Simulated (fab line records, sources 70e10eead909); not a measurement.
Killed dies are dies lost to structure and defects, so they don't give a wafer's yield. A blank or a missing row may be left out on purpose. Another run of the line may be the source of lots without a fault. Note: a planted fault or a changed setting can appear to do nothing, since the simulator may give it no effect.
A sampling plan put to the test ; flow nand harc ; each of the 27 faults these records tell of, on one fab line, judged from the records of the lots it struck
What counts as the plan is the set of the line's own looks, namely the steps on the route at which a gauge or an inspection reads a wafer and does not change it. Where struck wafers have a number at a look and the file lists that look's usual mean and standard deviation on fault-free wafers, the look can be judged. Caught: at a look after the fault's first step, the mean of the struck wafers lies 4 or more of those standard deviations (sigma) from the usual mean. On the tool: the same test on the tool's own readings at the fault's steps. It also counts as caught if the struck wafers ran another recipe or if their record alone is blank.

THE FAULTS, as the simulator had put them in
1. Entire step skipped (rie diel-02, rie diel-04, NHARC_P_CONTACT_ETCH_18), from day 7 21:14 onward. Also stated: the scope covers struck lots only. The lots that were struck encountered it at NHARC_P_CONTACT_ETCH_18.
2. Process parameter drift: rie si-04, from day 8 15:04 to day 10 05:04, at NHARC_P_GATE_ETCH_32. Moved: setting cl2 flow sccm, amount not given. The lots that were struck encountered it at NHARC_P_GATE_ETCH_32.
3. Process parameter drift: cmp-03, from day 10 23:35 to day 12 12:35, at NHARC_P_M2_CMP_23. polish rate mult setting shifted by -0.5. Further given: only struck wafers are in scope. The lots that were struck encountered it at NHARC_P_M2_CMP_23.
4. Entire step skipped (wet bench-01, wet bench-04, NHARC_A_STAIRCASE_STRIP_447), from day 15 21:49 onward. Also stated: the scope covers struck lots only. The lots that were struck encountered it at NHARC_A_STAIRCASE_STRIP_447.
5. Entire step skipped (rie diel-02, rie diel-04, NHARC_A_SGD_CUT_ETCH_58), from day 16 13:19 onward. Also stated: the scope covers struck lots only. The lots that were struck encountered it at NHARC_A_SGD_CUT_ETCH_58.
6. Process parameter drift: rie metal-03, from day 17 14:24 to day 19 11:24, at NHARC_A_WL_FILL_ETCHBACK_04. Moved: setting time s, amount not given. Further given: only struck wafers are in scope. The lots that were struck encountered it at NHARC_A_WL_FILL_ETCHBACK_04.
7. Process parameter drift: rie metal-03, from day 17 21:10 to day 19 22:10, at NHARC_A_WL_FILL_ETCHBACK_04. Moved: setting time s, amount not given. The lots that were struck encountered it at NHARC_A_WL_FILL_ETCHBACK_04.
8. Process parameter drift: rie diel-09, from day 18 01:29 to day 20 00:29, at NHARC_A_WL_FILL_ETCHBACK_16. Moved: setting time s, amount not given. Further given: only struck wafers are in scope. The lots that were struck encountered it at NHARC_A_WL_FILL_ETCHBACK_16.
9. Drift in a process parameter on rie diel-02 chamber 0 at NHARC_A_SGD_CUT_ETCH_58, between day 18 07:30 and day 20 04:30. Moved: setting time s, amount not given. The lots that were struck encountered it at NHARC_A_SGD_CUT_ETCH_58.
10. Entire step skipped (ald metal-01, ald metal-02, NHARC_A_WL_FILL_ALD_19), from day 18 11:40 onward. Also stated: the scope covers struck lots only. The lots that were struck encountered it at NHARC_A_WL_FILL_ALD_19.
11. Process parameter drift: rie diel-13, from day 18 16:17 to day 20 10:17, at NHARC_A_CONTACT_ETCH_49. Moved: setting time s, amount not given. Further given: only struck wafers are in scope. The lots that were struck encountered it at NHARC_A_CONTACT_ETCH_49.
12. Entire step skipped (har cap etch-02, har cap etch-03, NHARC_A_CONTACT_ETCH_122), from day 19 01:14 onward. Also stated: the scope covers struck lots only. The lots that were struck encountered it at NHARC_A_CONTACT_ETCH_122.
13. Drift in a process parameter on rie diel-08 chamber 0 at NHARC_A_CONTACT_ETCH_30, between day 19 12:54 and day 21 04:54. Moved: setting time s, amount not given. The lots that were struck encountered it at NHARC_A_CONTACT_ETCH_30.
14. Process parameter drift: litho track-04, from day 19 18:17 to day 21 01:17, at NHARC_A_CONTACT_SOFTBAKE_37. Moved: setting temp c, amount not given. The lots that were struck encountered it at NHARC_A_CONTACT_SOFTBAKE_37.
15. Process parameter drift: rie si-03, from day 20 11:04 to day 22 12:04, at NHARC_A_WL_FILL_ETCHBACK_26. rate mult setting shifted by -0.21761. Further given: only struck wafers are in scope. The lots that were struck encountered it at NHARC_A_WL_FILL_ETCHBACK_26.
16. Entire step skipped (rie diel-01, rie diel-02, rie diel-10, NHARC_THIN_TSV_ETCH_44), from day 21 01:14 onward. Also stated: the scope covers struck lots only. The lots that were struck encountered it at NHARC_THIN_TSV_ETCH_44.
17. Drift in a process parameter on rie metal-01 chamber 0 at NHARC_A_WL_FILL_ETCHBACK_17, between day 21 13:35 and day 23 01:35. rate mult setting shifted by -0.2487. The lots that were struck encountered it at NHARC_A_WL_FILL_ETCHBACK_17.
18. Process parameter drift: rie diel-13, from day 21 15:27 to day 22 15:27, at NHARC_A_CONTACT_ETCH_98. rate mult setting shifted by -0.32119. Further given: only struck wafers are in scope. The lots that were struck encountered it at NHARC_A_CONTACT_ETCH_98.
19. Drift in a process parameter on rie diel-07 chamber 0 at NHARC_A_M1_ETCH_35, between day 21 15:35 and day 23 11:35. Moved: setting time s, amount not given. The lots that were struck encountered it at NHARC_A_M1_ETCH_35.
20. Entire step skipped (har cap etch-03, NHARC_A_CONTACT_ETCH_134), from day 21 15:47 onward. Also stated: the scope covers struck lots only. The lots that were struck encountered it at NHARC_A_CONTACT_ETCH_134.
21. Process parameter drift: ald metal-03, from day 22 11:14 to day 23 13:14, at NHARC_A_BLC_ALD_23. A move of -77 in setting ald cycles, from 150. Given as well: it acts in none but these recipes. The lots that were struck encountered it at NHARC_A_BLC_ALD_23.
22. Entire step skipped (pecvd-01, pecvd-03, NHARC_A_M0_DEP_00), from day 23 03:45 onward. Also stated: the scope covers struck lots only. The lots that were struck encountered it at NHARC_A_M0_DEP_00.
23. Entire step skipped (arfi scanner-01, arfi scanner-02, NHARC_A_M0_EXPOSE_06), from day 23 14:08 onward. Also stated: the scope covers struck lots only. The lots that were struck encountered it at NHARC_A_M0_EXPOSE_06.
24. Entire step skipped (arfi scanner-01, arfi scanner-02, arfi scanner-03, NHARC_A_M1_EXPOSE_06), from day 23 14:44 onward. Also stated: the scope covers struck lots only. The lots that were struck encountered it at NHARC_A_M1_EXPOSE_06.
25. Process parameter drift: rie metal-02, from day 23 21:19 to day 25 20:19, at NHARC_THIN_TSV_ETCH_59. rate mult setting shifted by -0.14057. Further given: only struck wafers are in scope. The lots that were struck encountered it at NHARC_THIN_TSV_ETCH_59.
26. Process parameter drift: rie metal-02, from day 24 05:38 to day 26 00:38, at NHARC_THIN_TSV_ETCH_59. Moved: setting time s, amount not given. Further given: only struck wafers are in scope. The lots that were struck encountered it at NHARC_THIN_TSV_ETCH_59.
27. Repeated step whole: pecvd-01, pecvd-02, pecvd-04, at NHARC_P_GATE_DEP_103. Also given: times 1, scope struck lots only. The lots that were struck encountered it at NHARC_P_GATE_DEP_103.

WHAT THE PLAN SAW
fault;on the tool itself;first look that catches it;reading, sigma;median hours from its first step to that look;hours from the fault's start to the first struck lot there;judged looks passed uncaught
1;the tool's record is blank for the struck wafers;no look after it can be judged;-;-;-;0
2;throttle valve pct -99 or beyond sigma;not the one look that can be judged after it;-;-;-;1
3;only faintly: time to endpoint s +3.5 sigma;NHARC_P_M2_INSPECT_27;raw defect count +28;0.4;4;1
4;the tool's record is blank for the struck wafers;no look after it can be judged;-;-;-;0
5;the tool's record is blank for the struck wafers;no look after it can be judged;-;-;-;0
6;run length s -81 sigma;no look after it can be judged;-;-;-;0
7;run length s -99 or beyond sigma;no look after it can be judged;-;-;-;0
8;run length s -28 sigma;no look after it can be judged;-;-;-;0
9;run length s -31 sigma;not the one look that can be judged after it;-;-;-;1
10;the tool's record is blank for the struck wafers;no look after it can be judged;-;-;-;0
11;run length s -99 or beyond sigma;no look after it can be judged;-;-;-;0
12;the tool's record is blank for the struck wafers;no look after it can be judged;-;-;-;0
13;run length s -11 sigma;not the one look that can be judged after it;-;-;-;1
14;heater power total W +50 sigma;not the one look that can be judged after it;-;-;-;1
15;oes product au -15 sigma;not the one look that can be judged after it;-;-;-;1
16;the tool's record is blank for the struck wafers;no look after it can be judged;-;-;-;0
17;oes product au -13 sigma;no look after it can be judged;-;-;-;0
18;oes product au -9.7 sigma;no look after it can be judged;-;-;-;0
19;run length s -18 sigma;not the one look that can be judged after it;-;-;-;1
20;the tool's record is blank for the struck wafers;no look after it can be judged;-;-;-;0
21;under 2 sigma;no look after it can be judged;-;-;-;0
22;the tool's record is blank for the struck wafers;no look after it can be judged;-;-;-;0
23;no reading that can be judged;no look after it can be judged;-;-;-;0
24;no reading that can be judged;no look after it can be judged;-;-;-;0
25;oes product au -9.4 sigma;not the one look that can be judged after it;strongest: cd nm at NHARC_THIN_TSV_CD_MEAS_37, +2.1;-;-;1
26;run length s +64 sigma;not the one look that can be judged after it;-;-;-;1
27;under 2 sigma;no look after it can be judged;-;-;-;0
A dash: the fault isn't caught, or these records don't give the number.

Caught at a look: 1 of 27. Caught on the tool: 22 of 27. By one or the other: 23 of 27.
On the tool alone, faults 1, 2, 4, 5, 6, 7, 8, 9, 10, 11, 12, 13, 14, 15, 16, 17, 18, 19, 20, 22, 25, 26 were caught.
Caught at a look alone: fault 3.
Caught by neither: faults 21, 23, 24, 27.

THINNER SAMPLING
In the worst case, this is how late the first struck lot would be measured if the look that catches a fault measured only every second or every third lot, by lot number:
fault;struck lots at that look, in order of time;every lot;every second lot;every third lot
3;L263, L266;4 h;5 h;may miss all 2
Hours are from the fault's start to the first struck lot that is measured. The limit of 4 sigma was tested on all struck wafers together, so one lot alone may lie under it. Other struck lots may not be in these records.

THE LONGEST TIMED WAY FROM STEP TO LOOK
In fault 3, a median of 0.4 hours elapses between NHARC_P_M2_CMP_23 and NHARC_P_M2_INSPECT_27. The look between them that can be judged stayed within 4 sigma: NHARC_P_M2_THK_MEAS_24.
